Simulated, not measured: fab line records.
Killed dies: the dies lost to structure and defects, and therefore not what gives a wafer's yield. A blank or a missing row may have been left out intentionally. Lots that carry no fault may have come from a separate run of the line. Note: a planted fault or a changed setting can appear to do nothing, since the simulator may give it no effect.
Split-lot experiment + flow n5 finfet + 21 wafers read across 7 lots, on a route 1938 steps long

== THE SPLIT ITSELF ==
At N5_BEOL_M3_TRENCH_ETCH_37 (etches SiOC in C4F6/O2, target depth 55.555 nm, time 29.2 s), the setting source w was moved away from the recipe's 355 W on 9 of the 21 wafers read, by -17.8% to +11.6%. For the rest of the wafers, this setting stayed at what the recipe calls for.

The reading is taken at the split's own step.

== THE READING ==
rf vpp V, in V, at N5_BEOL_M3_TRENCH_ETCH_37 (etches SiOC in C4F6/O2, target depth 55.555 nm, time 29.2 s). On this fab line, fault-free wafers typically give 660 V with a standard deviation of 11 V.

| wafer  | tool, chamber at the split | source w as run, W | against the recipe | rf vpp V, V | against lot-mates on the recipe |
|--------|----------------------------|--------------------|--------------------|-------------|---------------------------------|
| L078.2 | rie diel-02, 0             | 355                | recipe             | 640         | -                               |
| L078.3 | rie diel-02, 1             | 355                | recipe             | 657         | -                               |
| L078.5 | rie diel-02, 1             | 355                | recipe             | 659         | -                               |
| L085.1 | rie diel-02, 1             | 355                | recipe             | 657         | -                               |
| L085.4 | rie diel-02, 0             | 395.1              | +11.3%             | 604         | -53                             |
| L085.5 | rie diel-02, 1             | 395.1              | +11.3%             | 623         | -34                             |
| L086.1 | rie diel-02, 2             | 355                | recipe             | 679         | -                               |
| L086.5 | rie diel-02, 2             | 291.7              | -17.8%             | 750         | +71                             |
| L086.6 | rie diel-02, 1             | 291.7              | -17.8%             | 726         | +47                             |
| L092.1 | rie diel-04, 3             | 355                | recipe             | 661         | -                               |
| L092.4 | rie diel-04, 0             | 295                | -16.9%             | 732         | +71                             |
| L092.6 | rie diel-04, 3             | 295                | -16.9%             | 726         | +65                             |
| L093.2 | rie diel-01, 0             | 355                | recipe             | 666         | -                               |
| L093.4 | rie diel-01, 3             | 355                | recipe             | 644         | -                               |
| L093.6 | rie diel-01, 2             | 355                | recipe             | 653         | -                               |
| L094.2 | rie diel-02, 0             | 396.2              | +11.6%             | 605         | no lot-mate on the recipe       |
| L094.3 | rie diel-02, 3             | 396.2              | +11.6%             | 620         | no lot-mate on the recipe       |
| L094.6 | rie diel-02, 2             | 396.2              | +11.6%             | 641         | no lot-mate on the recipe       |
| L096.1 | rie diel-04, 0             | 355                | recipe             | 665         | -                               |
| L096.2 | rie diel-04, 2             | 355                | recipe             | 664         | -                               |
| L096.3 | rie diel-04, 1             | 355                | recipe             | 663         | -                               |

THE FIT
A straight line over all 21 wafers: rf vpp V changes by -4 V for each +1% of source w; r = -0.96; the points scatter about the line by 12 V.
The same after taking each lot's own level away (the mean of its wafers on the recipe; 18 wafers): -3.69 V for each +1%; r = -0.97; scatter 8.3 V.
According to that fit, moving source w by its largest amount changes the reading by 66 V.
The span of the lots' own levels, 652.0 to 679.0 V, comes to 2.5 times the standard deviation stated above.
Consequently the slope shifts little with the lot-to-lot level, the two slopes agreeing.
Check: for one of the wafers moved furthest among these (-17.8%), held out of the fit, the line's prediction against its lot-mates is +63.9 V. It came out at +71 V against them.
Tool readings at the split's step, against how far the setting was moved: rf vpp V r = -0.96.

== OTHER SPLITS APPLIED TO THESE WAFERS ==
Before the reading, these wafers also passed through other splits. Each is held against what the fit with the lots' levels taken away leaves over:
| other split on the same wafers     | wafers away from the commonest value | r with rf vpp V (lot level and that fit taken away) |
|------------------------------------|--------------------------------------|-----------------------------------------------------|
| N5_BEOL_M1_COAT_73 spin rpm        | 6                                    | +0.12                                               |
| N5_BEOL_M1_ETCH_64 bias w          | 7                                    | +0.42                                               |
| N5_BEOL_M1_COAT_76 spin rpm        | 9                                    | -0.17                                               |
| N5_BEOL_M2_COAT_76 spin rpm        | 6                                    | -0.06                                               |
| N5_BEOL_M2_ETCH_69 bias w          | 5                                    | +0.40                                               |
| N5_BEOL_M2_TRENCH_ETCH_37 source w | 6                                    | -0.45                                               |

== FILE'S OWN FIT ==
rf vpp V changes by -3.69 V for each +1% of source w, r = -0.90.
